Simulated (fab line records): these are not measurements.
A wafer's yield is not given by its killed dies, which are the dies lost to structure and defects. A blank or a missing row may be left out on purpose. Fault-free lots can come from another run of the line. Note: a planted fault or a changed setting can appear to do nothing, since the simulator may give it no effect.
Split-lot trial :: flow n5 finfet :: 39 wafers read across 7 lots, on a route 1938 steps long

## SPLIT DETAILS
At N5_DUMMY_GATE_ETCH_32 (etches SiO2 in CF4, target depth 3.5 nm, time 3.9 s), the setting time s was moved away from the recipe's 3.9 s on 18 of the 39 wafers read, by -22.9% to +21.8%. This setting was run at the recipe's value on the other wafers.

The reading is taken at the split's own step.

## THE READING
etch.depth nm (the simulator's own value, which no gauge read), in nm, at N5_DUMMY_GATE_ETCH_32 (etches SiO2 in CF4, target depth 3.5 nm, time 3.9 s). There is no usual value for it anywhere in the file. Across the 21 wafers here that went through the recipe, the average is 3.527 nm and the standard deviation 0.059 nm.

wafer: L077.1
tool, chamber at the split: rie si-03, 2
time s as run, s: 3.9
against the recipe: recipe
etch.depth nm, nm: 3.527
against lot-mates on the recipe: -

wafer: L077.2
tool, chamber at the split: rie si-03, 3
time s as run, s: 3.9
against the recipe: recipe
etch.depth nm, nm: 3.447
against lot-mates on the recipe: -

wafer: L077.3
tool, chamber at the split: rie si-03, 0
time s as run, s: 3.9
against the recipe: recipe
etch.depth nm, nm: 3.467
against lot-mates on the recipe: -

wafer: L083.1
tool, chamber at the split: rie si-05, 2
time s as run, s: 3.9
against the recipe: recipe
etch.depth nm, nm: 3.601
against lot-mates on the recipe: -

wafer: L083.2
tool, chamber at the split: rie si-05, 3
time s as run, s: 3.36
against the recipe: -13.8%
etch.depth nm, nm: 2.988
against lot-mates on the recipe: -0.592

wafer: L083.3
tool, chamber at the split: rie si-05, 1
time s as run, s: 3.9
against the recipe: recipe
etch.depth nm, nm: 3.61
against lot-mates on the recipe: -

wafer: L083.4
tool, chamber at the split: rie si-05, 0
time s as run, s: 3.36
against the recipe: -13.8%
etch.depth nm, nm: 3.071
against lot-mates on the recipe: -0.509

wafer: L083.5
tool, chamber at the split: rie si-05, 0
time s as run, s: 3.9
against the recipe: recipe
etch.depth nm, nm: 3.529
against lot-mates on the recipe: -

wafer: L083.6
tool, chamber at the split: rie si-05, 1
time s as run, s: 3.36
against the recipe: -13.8%
etch.depth nm, nm: 3.12
against lot-mates on the recipe: -0.460

wafer: L087.1
tool, chamber at the split: rie si-03, 3
time s as run, s: 4.671
against the recipe: +19.8%
etch.depth nm, nm: 4.16
against lot-mates on the recipe: +0.674

wafer: L087.2
tool, chamber at the split: rie si-03, 0
time s as run, s: 4.671
against the recipe: +19.8%
etch.depth nm, nm: 4.127
against lot-mates on the recipe: +0.641

wafer: L087.3
tool, chamber at the split: rie si-03, 2
time s as run, s: 3.9
against the recipe: recipe
etch.depth nm, nm: 3.527
against lot-mates on the recipe: -

wafer: L087.4
tool, chamber at the split: rie si-03, 1
time s as run, s: 4.671
against the recipe: +19.8%
etch.depth nm, nm: 4.207
against lot-mates on the recipe: +0.721

wafer: L087.5
tool, chamber at the split: rie si-03, 1
time s as run, s: 3.9
against the recipe: recipe
etch.depth nm, nm: 3.498
against lot-mates on the recipe: -

wafer: L087.6
tool, chamber at the split: rie si-03, 0
time s as run, s: 3.9
against the recipe: recipe
etch.depth nm, nm: 3.432
against lot-mates on the recipe: -

wafer: L088.1
tool, chamber at the split: rie si-03, 2
time s as run, s: 4.752
against the recipe: +21.8%
etch.depth nm, nm: 4.287
against lot-mates on the recipe: +0.812

wafer: L088.2
tool, chamber at the split: rie si-03, 0
time s as run, s: 3.9
against the recipe: recipe
etch.depth nm, nm: 3.452
against lot-mates on the recipe: -

wafer: L088.3
tool, chamber at the split: rie si-03, 1
time s as run, s: 3.9
against the recipe: recipe
etch.depth nm, nm: 3.509
against lot-mates on the recipe: -

wafer: L088.4
tool, chamber at the split: rie si-03, 3
time s as run, s: 4.752
against the recipe: +21.8%
etch.depth nm, nm: 4.2
against lot-mates on the recipe: +0.725

wafer: L088.5
tool, chamber at the split: rie si-03, 2
time s as run, s: 4.752
against the recipe: +21.8%
etch.depth nm, nm: 4.267
against lot-mates on the recipe: +0.792

wafer: L088.6
tool, chamber at the split: rie si-03, 3
time s as run, s: 3.9
against the recipe: recipe
etch.depth nm, nm: 3.465
against lot-mates on the recipe: -

wafer: L089.1
tool, chamber at the split: rie si-03, 3
time s as run, s: 3.9
against the recipe: recipe
etch.depth nm, nm: 3.472
against lot-mates on the recipe: -

wafer: L089.2
tool, chamber at the split: rie si-03, 1
time s as run, s: 3.627
against the recipe: -7.0%
etch.depth nm, nm: 3.277
against lot-mates on the recipe: -0.245

wafer: L089.3
tool, chamber at the split: rie si-03, 0
time s as run, s: 3.627
against the recipe: -7.0%
etch.depth nm, nm: 3.225
against lot-mates on the recipe: -0.297

wafer: L089.4
tool, chamber at the split: rie si-03, 2
time s as run, s: 3.627
against the recipe: -7.0%
etch.depth nm, nm: 3.291
against lot-mates on the recipe: -0.231

wafer: L089.5
tool, chamber at the split: rie si-03, 2
time s as run, s: 3.9
against the recipe: recipe
etch.depth nm, nm: 3.541
against lot-mates on the recipe: -

wafer: L089.6
tool, chamber at the split: rie si-03, 1
time s as run, s: 3.9
against the recipe: recipe
etch.depth nm, nm: 3.552
against lot-mates on the recipe: -

wafer: L094.1
tool, chamber at the split: rie si-05, 2
time s as run, s: 3.005
against the recipe: -22.9%
etch.depth nm, nm: 2.774
against lot-mates on the recipe: -0.805

wafer: L094.2
tool, chamber at the split: rie si-05, 3
time s as run, s: 3.005
against the recipe: -22.9%
etch.depth nm, nm: 2.688
against lot-mates on the recipe: -0.891

wafer: L094.3
tool, chamber at the split: rie si-05, 0
time s as run, s: 3.9
against the recipe: recipe
etch.depth nm, nm: 3.545
against lot-mates on the recipe: -

wafer: L094.4
tool, chamber at the split: rie si-05, 1
time s as run, s: 3.9
against the recipe: recipe
etch.depth nm, nm: 3.614
against lot-mates on the recipe: -

wafer: L094.5
tool, chamber at the split: rie si-05, 0
time s as run, s: 3.9
against the recipe: recipe
etch.depth nm, nm: 3.579
against lot-mates on the recipe: -

wafer: L094.6
tool, chamber at the split: rie si-05, 3
time s as run, s: 3.005
against the recipe: -22.9%
etch.depth nm, nm: 2.681
against lot-mates on the recipe: -0.898

wafer: L095.1
tool, chamber at the split: rie si-05, 1
time s as run, s: 3.9
against the recipe: recipe
etch.depth nm, nm: 3.615
against lot-mates on the recipe: -

wafer: L095.2
tool, chamber at the split: rie si-05, 2
time s as run, s: 3.9
against the recipe: recipe
etch.depth nm, nm: 3.606
against lot-mates on the recipe: -

wafer: L095.3
tool, chamber at the split: rie si-05, 3
time s as run, s: 4.643
against the recipe: +19.1%
etch.depth nm, nm: 4.165
against lot-mates on the recipe: +0.597

wafer: L095.4
tool, chamber at the split: rie si-05, 0
time s as run, s: 4.643
against the recipe: +19.1%
etch.depth nm, nm: 4.229
against lot-mates on the recipe: +0.661

wafer: L095.5
tool, chamber at the split: rie si-05, 3
time s as run, s: 3.9
against the recipe: recipe
etch.depth nm, nm: 3.482
against lot-mates on the recipe: -

wafer: L095.6
tool, chamber at the split: rie si-05, 0
time s as run, s: 4.643
against the recipe: +19.1%
etch.depth nm, nm: 4.248
against lot-mates on the recipe: +0.680

THE FIT
A straight line over all 39 wafers: etch.depth nm changes by +0.0343 nm for each +1% of time s; r = +0.99; the points scatter about the line by 0.055 nm.
The same after taking each lot's own level away (the mean of its wafers on the recipe; 39 wafers): +0.0359 nm for each +1%; r = +1.00; scatter 0.043 nm.
That fit puts the effect of the largest move of time s on the reading at 0.82 nm.
The lots' own levels span 3.4753 to 3.5800 nm, that is 1.8 times the standard deviation above.
So the lot-to-lot level changes the slope little: the two slopes agree.
Check: with one of the wafers moved furthest among these (-22.9%) left out of the fit, the line predicts -0.839 nm for it against its lot-mates. It came out at -0.805 nm against them.

## THESE WAFERS: OTHER SPLITS
These wafers also went through other splits before the reading. Each is held against what the fit with the lots' levels taken away leaves over:
other split on the same wafers: N5_DUMMY_GATE_ETCH_31 target depth a
wafers away from the commonest value: 9
r with etch.depth nm (lot level and that fit taken away): +0.07

## FILE'S OWN FIT
etch.depth nm changes by +0.0358 nm for each +1% of time s, r = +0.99.
